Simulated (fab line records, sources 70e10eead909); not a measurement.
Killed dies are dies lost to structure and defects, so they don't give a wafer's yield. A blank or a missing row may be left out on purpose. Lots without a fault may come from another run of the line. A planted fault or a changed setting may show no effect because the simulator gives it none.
fab line records | flow nand_harc
record lots=13 wafers=39 last_day=34
route steps=1302 shown P_M0@274 P_M1@294 END@1302
lots that met no fault: from a run of the same line without faults
start_h: hours from the record's first day to the start of the lot's first wafer shown | wait_h: hours since the lot's step before | " the same as in the row above | L1.1+2: a row that stands for several wafers | - no value, or no start given | * or withheld: withheld | < > ~ a bound
route shown NAME@n: a module of which the file shows steps, and the number in the route of the first | usual: mean/standard deviation of fault-free wafers | same: alike in all rows | chamber/n: place in a boat | sites: the reading at each site | _std_site: their standard deviation | _edge_site: outer sites' mean less inner sites' | radius_mm: how far each site lies from the wafer's centre | mask NAME#n: copy n | behind: the tool/chamber that last shaped the wafer | hold: why the lot was held/for how many hours/how that ended | device: the transistor (n, p or np) that didn't switch | end of line: the same wafers' tests at the end of the route | a step without rows: its recipe alone | killed: dies lost to structure and defects at the first sort, not the wafer's yield | map: a wafer's dies, x killed, . not, _ none there
set.NAME: the setting as run; set.NAME@STEP: as run at that earlier step | model.NAME: the simulator's own value behind a step, which no gauge read
steps of the route over a sample of lots; a table a step, a row a wafer
services: from which hour (start_h, from the record's first day; less than 0 if before it) a tool's chamber was out of use, for how many hours, and why
## steps
# step NHARC_P_M0_PVD_20
# recipe target_thk_a=50 bias_v=168.6 power_w=15000 chamber_pressure_pa=0.12 time_s=8.06 substrate_temp_c=50 material=TaN
# usual cathode_dc_power_W=15001/2.7 throttle_valve_pct=30.2/0.89
# columns lot.wafer tool chamber start_h wait_h cathode_dc_power_W throttle_valve_pct
L501.3 pvd_sputter-01 - - - 14995 29.3
L501.2 " - " " 15004 28.9
L501.5 " - " " 15003 29.3
L502.4 pvd_sputter-03 - - - 15005 28.6
L502.1 " - " " 15001 30.2
L502.5 " - " " 14996 30.4
L503.2 pvd_sputter-01 - - - 14998 29.3
L503.6 " - " " 14999 29.3
L503.5 " - " " 15002 29.4
L504.3 pvd_sputter-02 - - - 15000 31.0
L504.5 " - " " 15002 31.4
L504.6 " - " " 14996 30.6
L508.1 pvd_sputter-01 - - - 15000 28.8
L508.3 " - " " 15000 29.3
L508.5 " - " " 15005 29.0
L509.4 pvd_sputter-02 - - - 15000 30.4
L509.2 " - " " 15002 31.3
L509.6 " - " " 15000 30.7
L510.3 pvd_sputter-03 - - - 15001 30.4
L510.1 " - " " 15001 31.2
L510.4 " - " " 15007 29.7
L512.1 pvd_sputter-02 - - - 14997 29.3
L512.2 " - " " 15002 30.6
L512.5 " - " " 14995 31.0
L513.4 pvd_sputter-02 - - - 14999 30.8
L513.5 " - " " 15004 31.2
L513.6 " - " " 14998 30.5
L514.1 pvd_sputter-03 - - - 14996 31.0
L514.4 " - " " 15000 29.9
L514.5 " - " " 14996 31.2
L516.2 pvd_sputter-01 - - - 15003 28.8
L516.1 " - " " 15000 28.0
L516.6 " - " " 14998 28.5
L518.4 pvd_sputter-03 - - - 14998 30.4
L518.5 " - " " 15003 30.6
L518.6 " - " " 15002 30.9
L520.3 pvd_sputter-02 - - - 14999 30.7
L520.4 " - " " 15002 31.1
L520.5 " - " " 15003 30.5
# step NHARC_P_M1_DEVELOP_08
# recipe develop_time_s=35 dev_temp_c=23
# usual developer_temp_C=23.00/0.12
# same develop_time_s=35
# columns lot.wafer tool chamber start_h wait_h developer_temp_C
L501.2 litho_track-01 0 149 - 22.94
L501.3 " 0 " " 22.93
L501.5 " 0 " " 23.03
L502.1 litho_track-04 0 162 - 22.83
L502.4 " 0 " " 22.92
L502.5 " 0 " " 22.92
L503.2 litho_track-01 0 181 - 22.64
L503.5 " 0 " " 23.01
L503.6 " 0 " " 22.79
L504.3 litho_track-01 0 182 - 22.16
L504.5 " 0 " " 22.20
L504.6 " 0 " " 22.16
L508.1 litho_track-06 0 224 - 23.10
L508.3 " 0 " " 22.94
L508.5 " 0 " " 23.01
L509.2 litho_track-04 0 238 - 22.95
L509.4 " 0 " " 22.87
L509.6 " 0 " " 23.08
L510.1 litho_track-06 0 241 - 22.90
L510.3 " 0 " " 23.03
L510.4 " 0 " " 22.86
L512.1 litho_track-04 0 269 - 22.98
L512.2 " 0 " " 23.05
L512.5 " 0 " " 22.90
L513.4 litho_track-04 0 275 - 23.17
L513.5 " 0 " " 23.21
L513.6 " 0 " " 23.33
L514.1 litho_track-04 0 289 - 22.95
L514.4 " 0 " " 22.90
L514.5 " 0 " " 22.94
L516.1 litho_track-04 0 306 - 23.12
L516.2 " 0 " " 22.88
L516.6 " 0 " " 23.10
L518.4 litho_track-04 0 333 - 23.18
L518.5 " 0 " " 23.07
L518.6 " 0 " " 22.92
L520.3 litho_track-04 0 348 - 23.07
L520.4 " 0 " " 22.94
L520.5 " 0 " " 23.13
# step NHARC_P_M1_OVL_MEAS_10
# recipe pitch_nm=260
# usual overlay_x_nm=0.2/0.73 overlay_y_nm=0.0/0.91
# columns lot.wafer tool chamber start_h wait_h overlay_x_nm overlay_y_nm
L501.2 overlay-02 - 149.25 - -0.1 0.4
L501.3 " - " " -0.3 0.4
L501.5 " - " " -0.2 0.6
L502.1 overlay-01 - 162.62 - 1.2 0.9
L502.4 " - " " 1.2 0.6
L502.5 " - " " 0.8 0.1
L503.2 overlay-01 - 181.37 - -0.7 -1.2
L503.5 " - " " 0.2 -1.3
L503.6 " - " " -0.4 -1.2
L504.3 overlay-01 - 182.80 - -0.2 0.2
L504.5 " - " " -0.5 -0.1
L504.6 " - " " -0.1 -0.1
L508.1 overlay-02 - 224.38 - 0.6 1.3
L508.3 " - " " 0.2 0.3
L508.5 " - " " 0.5 0.2
L509.2 overlay-02 - 238.94 - 0.2 -0.2
L509.4 " - " " -0.1 -0.5
L509.6 " - " " 0.5 -0.1
L510.1 overlay-02 - 241.59 - -0.1 -0.9
L510.3 " - " " 0.4 -1.4
L510.4 " - " " -0.3 -0.6
L512.1 overlay-02 - 269.97 - 0.3 1.9
L512.2 " - " " 0.2 1.3
L512.5 " - " " 0.0 2.0
L513.4 overlay-02 - 276.00 - 2.0 -0.4
L513.5 " - " " 1.3 0.3
L513.6 " - " " 1.7 -0.6
L514.1 overlay-01 - 289.41 - -1.0 0.1
L514.4 " - " " -0.3 -0.1
L514.5 " - " " 0.1 0.0
L516.1 overlay-02 - 306.44 - -0.2 -0.3
L516.2 " - " " -0.2 -0.3
L516.6 " - " " -0.8 0.1
L518.4 overlay-01 - 333.56 - 0.1 -1.6
L518.5 " - " " 0.6 -1.1
L518.6 " - " " 0.4 -1.5
L520.3 overlay-01 - 348.54 - -0.2 1.4
L520.4 " - " " -0.3 0.9
L520.5 " - " " 0.2 0.2
# step NHARC_P_M1_INSPECT_11
# usual raw_defect_count=4.4/3
# columns lot.wafer tool chamber start_h wait_h raw_defect_count
L501.2 defect_inspect-01 - 149.29 0.0 4
L501.3 " - " " 2
L501.5 " - " " 2
L502.1 defect_inspect-01 - 162.66 0.0 3
L502.4 " - " " 2
L502.5 " - " " 1
L503.2 defect_inspect-02 - 181.40 0.0 4
L503.5 " - " " 3
L503.6 " - " " 1
L504.3 defect_inspect-02 - 182.84 0.0 3
L504.5 " - " " 5
L504.6 " - " " 2
L508.1 defect_inspect-02 - 224.41 0.0 2
L508.3 " - " " 3
L508.5 " - " " 3
L509.2 defect_inspect-02 - 238.97 0.0 2
L509.4 " - " " 5
L509.6 " - " " 2
L510.1 defect_inspect-02 - 241.63 0.0 7
L510.3 " - " " 10
L510.4 " - " " 8
L512.1 defect_inspect-01 - 270.01 0.0 7
L512.2 " - " " 9
L512.5 " - " " 7
L513.4 defect_inspect-02 - 276.04 0.0 10
L513.5 " - " " 7
L513.6 " - " " 4
L514.1 defect_inspect-02 - 289.44 0.0 8
L514.4 " - " " 12
L514.5 " - " " 8
L516.1 defect_inspect-01 - 306.48 0.0 7
L516.2 " - " " 2
L516.6 " - " " 3
L518.4 defect_inspect-02 - 333.60 0.0 8
L518.5 " - " " 9
L518.6 " - " " 5
L520.3 defect_inspect-02 - 348.58 0.0 3
L520.4 " - " " 3
L520.5 " - " " 3
# step NHARC_END_SORT_01
# recipe temp_c=25
# usual defect_limited_yield=91.8/2.8 killed_at_array=51/18 killed_at_other=1.0/1.2 killed_at_periphery=3.7/2.9 killed_dies=55/19 killed_open=3.5/1.9 killed_short=2.6/1.6 sort_bin_2_pct=2.9/1.3 sort_bin_3_pct=0.6/0.38 sort_bin_4_pct=4.6/1.5 sort_n_pass=622/19 sort_rim_yield_pct=94/3.2 sort_yield_pct=91.8/2.8
# same gross_dies=677 sort_bin_5_pct[%]=0 sort_bin_6_pct[%]=0 sort_bin_7_pct[%]=0 sort_bin_8_pct[%]=0 sort_rim_n_gross=106.00
# columns lot.wafer tool chamber start_h wait_h defect_limited_yield[%] killed_at_array killed_at_other killed_at_periphery killed_dies killed_open killed_short sort_bin_2_pct[%] sort_bin_3_pct[%] sort_bin_4_pct[%] sort_n_pass sort_rim_yield_pct[%] sort_yield_pct[%]
L501.2 prober-02 0 586.22 2.8 90.4 60 2 3 65 4 3 3.2 0.6 5.8 612 92 90.4
L501.3 prober-02 0 587.02 3.1 90.1 64 2 1 67 2 2 3.0 1.2 5.8 610 99 90.1
L501.5 prober-02 0 588.62 3.7 91.6 55 2 0 57 1 2 3.1 0.4 4.9 620 92 91.6
L509.2 prober-01 0 683.72 2.8 95.7 29 0 0 29 6 2 1.6 0 2.7 648 96 95.7
L509.4 prober-01 0 685.36 3.4 95.4 26 0 5 31 5 2 1.3 0 3.2 646 96 95.4
L509.6 prober-01 0 686.99 4.1 94.4 35 0 3 38 3 3 1.6 0 4.0 639 99 94.4
L512.1 prober-02 0 708.95 2.5 91.4 46 2 10 58 1 5 1.5 0.4 6.6 619 91 91.4
L512.2 prober-02 0 709.74 2.8 88.8 61 1 14 76 5 3 4.0 0.9 6.4 601 85 88.8
L512.5 prober-02 0 712.14 3.7 89.4 65 0 7 72 1 3 4.0 0.3 6.4 605 92 89.4
L513.4 prober-02 0 722.08 3.3 87.7 73 2 8 83 3 3 4.3 1.3 6.6 594 93 87.7
L513.5 prober-02 0 722.86 3.6 87.9 73 1 8 82 1 2 4.1 1.0 6.9 595 93 87.9
L513.6 prober-02 0 723.64 3.9 91.3 49 0 10 59 5 3 2.5 0.7 5.5 618 89 91.3
L514.1 prober-01 0 730.61 2.5 91.1 50 2 8 60 5 6 3.0 1.3 4.6 617 90 91.1
L514.4 prober-01 0 733.00 3.4 88.3 72 1 6 79 6 3 4.1 1.0 6.5 598 92 88.3
L514.5 prober-01 0 733.80 3.7 90.4 59 1 5 65 2 4 3.5 0.4 5.6 612 91 90.4
L516.1 prober-01 0 747.57 2.5 91.0 54 1 6 61 5 1 4.1 0.1 4.7 616 96 91.0
L516.2 prober-01 0 748.37 2.8 90.1 58 4 5 67 6 3 3.2 1.0 5.6 610 93 90.1
L516.6 prober-01 0 751.57 4.0 91.9 51 1 3 55 2 1 3.1 0.6 4.4 622 97 91.9
L518.4 prober-02 0 779.73 3.4 89.8 65 0 4 69 3 4 4.4 0.4 5.3 608 96 89.8
L518.5 prober-02 0 780.52 3.7 91.1 54 1 5 60 2 6 2.8 0.9 5.2 617 92 91.1
L518.6 prober-02 0 781.32 4.0 91.4 53 1 4 58 5 1 3.7 0.7 4.1 619 93 91.4
# killed by level:class
L501.2 A_CHANNEL_HOLE_D1:chamber_film_flake=38 A_SLIT:chamber_film_flake=9 A_CONTACT:chamber_film_flake=3 A_CHANNEL_FILL_D2:geometric_particle:open=2 A_STAIRCASE:chamber_film_flake=2 THIN_TSV:chamber_film_flake=2 P_M0:geometric_particle:open=1 A_ONON_D1:geometric_particle:short=1
L501.3 A_CHANNEL_HOLE_D1:chamber_film_flake=31 A_SLIT:chamber_film_flake=19 A_CHANNEL_HOLE_D2:chamber_film_flake=9 THIN_TSV:chamber_film_flake=2 A_CHANNEL_FILL_D1:geometric_particle:short=1 A_ONON_D2:geometric_particle:open=1 A_CHANNEL_FILL_D2:geometric_particle:open=1 A_SGD_CUT:geometric_particle:short=1
L501.5 A_CHANNEL_HOLE_D1:chamber_film_flake=35 A_SLIT:chamber_film_flake=12 A_CHANNEL_HOLE_D2:chamber_film_flake=6 A_CHANNEL_FILL_D1:geometric_particle:short=1 STARTING-WAFER:geometric_particle:open=1 STARTING-WAFER:geometric_particle:short=1 A_CONTACT:chamber_film_flake=1
L509.2 A_CHANNEL_HOLE_D2:chamber_film_flake=6 A_STAIRCASE:chamber_film_flake=6 A_SLIT:chamber_film_flake=5 A_SOURCE_PLATE:geometric_particle:open=2 A_ONON_D2:geometric_particle:short=2 A_CHANNEL_FILL_D1:geometric_particle:open=1 A_CHANNEL_FILL_D2:geometric_particle:open=1 A_BLC:geometric_particle:open=1
L509.4 A_STAIRCASE:chamber_film_flake=7 A_CONTACT:chamber_film_flake=6 A_CHANNEL_HOLE_D1:chamber_film_flake=3 A_CHANNEL_HOLE_D2:chamber_film_flake=3 P_M1:geometric_particle:open=2 A_ONON_D1:geometric_particle:short=2 P_GATE:chamber_film_flake=2 A_SLIT:chamber_film_flake=2
L509.6 A_CHANNEL_HOLE_D1:chamber_film_flake=9 A_STAIRCASE:chamber_film_flake=7 A_CHANNEL_HOLE_D2:chamber_film_flake=4 A_SLIT:chamber_film_flake=4 A_DECK1_JOINT:geometric_particle:short=3 P_GATE:chamber_film_flake=2 A_CHANNEL_FILL_D2:chamber_film_flake=2 A_WL_FILL:chamber_film_flake=2
L512.1 A_SLIT:chamber_film_flake=14 A_CHANNEL_HOLE_D1:chamber_film_flake=12 P_BONDPAD:chamber_film_flake=4 A_CHANNEL_HOLE_D2:chamber_film_flake=4 A_STAIRCASE:chamber_film_flake=4 P_GATE:chamber_film_flake=2 P_CONTACT:chamber_film_flake=2 A_DECK1_JOINT:chamber_film_flake=2
L512.2 A_SLIT:chamber_film_flake=29 A_CHANNEL_HOLE_D2:chamber_film_flake=11 P_BONDPAD:chamber_film_flake=7 A_STAIRCASE:chamber_film_flake=7 P_CONTACT:chamber_film_flake=4 A_CHANNEL_HOLE_D1:chamber_film_flake=4 A_M1:geometric_particle:open=3 P_GATE:chamber_film_flake=2
L512.5 A_CHANNEL_HOLE_D2:chamber_film_flake=21 A_SLIT:chamber_film_flake=12 A_CHANNEL_HOLE_D1:chamber_film_flake=11 A_STAIRCASE:chamber_film_flake=10 P_BONDPAD:chamber_film_flake=4 P_GATE:chamber_film_flake=2 A_ZERO_WELL:chamber_film_flake=2 A_CONTACT:chamber_film_flake=2
L513.4 A_CHANNEL_HOLE_D1:chamber_film_flake=28 A_CHANNEL_HOLE_D2:chamber_film_flake=21 A_CONTACT:chamber_film_flake=9 A_WL_FILL:chamber_film_flake=5 P_BONDPAD:chamber_film_flake=4 A_SLIT:chamber_film_flake=4 P_ZERO_WELL:chamber_film_flake=3 THIN_TSV:chamber_film_flake=2
L513.5 A_CHANNEL_HOLE_D1:chamber_film_flake=28 A_CHANNEL_HOLE_D2:chamber_film_flake=22 A_CONTACT:chamber_film_flake=10 A_SLIT:chamber_film_flake=4 A_STAIRCASE:chamber_film_flake=4 P_CONTACT:chamber_film_flake=3 P_ZERO_WELL:chamber_film_flake=2 P_BONDPAD:chamber_film_flake=2
L513.6 A_CHANNEL_HOLE_D1:chamber_film_flake=20 A_CHANNEL_HOLE_D2:chamber_film_flake=8 A_SLIT:chamber_film_flake=5 A_CONTACT:chamber_film_flake=5 P_BONDPAD:chamber_film_flake=4 P_CONTACT:chamber_film_flake=3 A_STAIRCASE:chamber_film_flake=3 A_CHANNEL_FILL_D2:geometric_particle:open=2
L514.1 A_CHANNEL_HOLE_D1:chamber_film_flake=15 A_CHANNEL_HOLE_D2:chamber_film_flake=12 A_SLIT:chamber_film_flake=10 P_STI:chamber_film_flake=3 A_WL_FILL:chamber_film_flake=3 P_M1:geometric_particle:open=2 A_CHANNEL_FILL_D2:geometric_particle:short=2 A_WL_FILL:geometric_particle:short=2
L514.4 A_SLIT:chamber_film_flake=28 A_CHANNEL_HOLE_D2:chamber_film_flake=19 A_CHANNEL_HOLE_D1:chamber_film_flake=8 A_CONTACT:chamber_film_flake=5 A_WL_FILL:chamber_film_flake=4 A_CHANNEL_FILL_D1:geometric_particle:open=3 A_CHANNEL_FILL_D2:geometric_particle:open=2 P_STI:chamber_film_flake=2
L514.5 A_SLIT:chamber_film_flake=36 A_CHANNEL_HOLE_D2:chamber_film_flake=12 A_CHANNEL_HOLE_D1:chamber_film_flake=3 A_WL_FILL:chamber_film_flake=3 A_ONON_D1:geometric_particle:short=2 P_GATE:chamber_film_flake=2 P_M1:geometric_particle:open=1 P_M2:geometric_particle:open=1
L516.1 A_CHANNEL_HOLE_D1:chamber_film_flake=38 A_CONTACT:chamber_film_flake=5 A_WL_FILL:chamber_film_flake=3 P_M1:chamber_film_flake=2 A_SLIT:chamber_film_flake=2 A_STAIRCASE:chamber_film_flake=2 P_GATE:geometric_particle:short=1 P_CONTACT:geometric_particle:open=1
L516.2 A_CHANNEL_HOLE_D1:chamber_film_flake=32 A_CONTACT:chamber_film_flake=7 P_M1:chamber_film_flake=4 A_SLIT:chamber_film_flake=4 A_WL_FILL:chamber_film_flake=4 HYBRID_BOND:chamber_film_flake=3 A_DECK1_JOINT:geometric_particle:open=2 A_ONON_D2:geometric_particle:open=2
L516.6 A_CHANNEL_HOLE_D1:chamber_film_flake=34 A_WL_FILL:chamber_film_flake=5 A_CONTACT:chamber_film_flake=5 P_M1:chamber_film_flake=3 A_SLIT:chamber_film_flake=2 A_ONON_D1:geometric_particle:open=1 A_CONTACT:geometric_particle:short=1 A_M0:geometric_particle:open=1
L518.4 A_CHANNEL_HOLE_D2:chamber_film_flake=22 A_SLIT:chamber_film_flake=21 A_CHANNEL_HOLE_D1:chamber_film_flake=8 P_M0:chamber_film_flake=3 A_CHANNEL_FILL_D1:geometric_particle:short=2 A_CONTACT:chamber_film_flake=2 A_M0:chamber_film_flake=2 P_CONTACT:geometric_particle:short=1
L518.5 A_SLIT:chamber_film_flake=36 A_CHANNEL_HOLE_D2:chamber_film_flake=8 P_M0:chamber_film_flake=4 A_CHANNEL_HOLE_D1:chamber_film_flake=3 P_CONTACT:geometric_particle:short=1 A_DECK1_JOINT:geometric_particle:short=1 A_CHANNEL_FILL_D2:geometric_particle:open=1 A_CHANNEL_FILL_D2:geometric_particle:short=1
L518.6 A_CHANNEL_HOLE_D2:chamber_film_flake=29 A_SLIT:chamber_film_flake=9 A_CHANNEL_HOLE_D1:chamber_film_flake=7 P_M0:chamber_film_flake=2 P_GATE:geometric_particle:open=1 P_M0:geometric_particle:open=1 A_CHANNEL_FILL_D1:geometric_particle:open=1 A_ONON_D2:geometric_particle:open=1
## services
# columns tool chamber start_h hours kind
pvd_sputter-01 - 146.70 0.9 repair
litho_track-01 - 155.00 7.0 pm
pvd_sputter-03 - 170.00 10.0 pm
pvd_sputter-02 - 176.00 2.1 repair
litho_track-06 - 179.00 7.0 pm
litho_track-04 - 203.00 7.0 pm
pvd_sputter-01 - 226.00 10.0 pm
pvd_sputter-02 - 282.01 10.0 pm
litho_track-01 - 330.00 7.0 pm
pvd_sputter-01 - 345.91 2.4 repair
pvd_sputter-03 - 348.00 10.0 pm
## key
first_sign step=NHARC_P_M1_DEVELOP_08 reading=developer_temp_C direction=down sigmas=7.1 usual=* struck=*
effect none on later readings
met_at NHARC_P_M1_DEVELOP_08
struck_lots L504
not_acting_at NHARC_P_M0_PVD_20,NHARC_P_M1_OVL_MEAS_10,NHARC_P_M1_INSPECT_11
onset_between 181 182
fault kind=process_parameter_drift tool=litho_track-01 chamber=- onset_h=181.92 steps=NHARC_P_M1_DEVELOP_08 channel=dev_temp_c offset=* shape=step acts_in=* stated=*
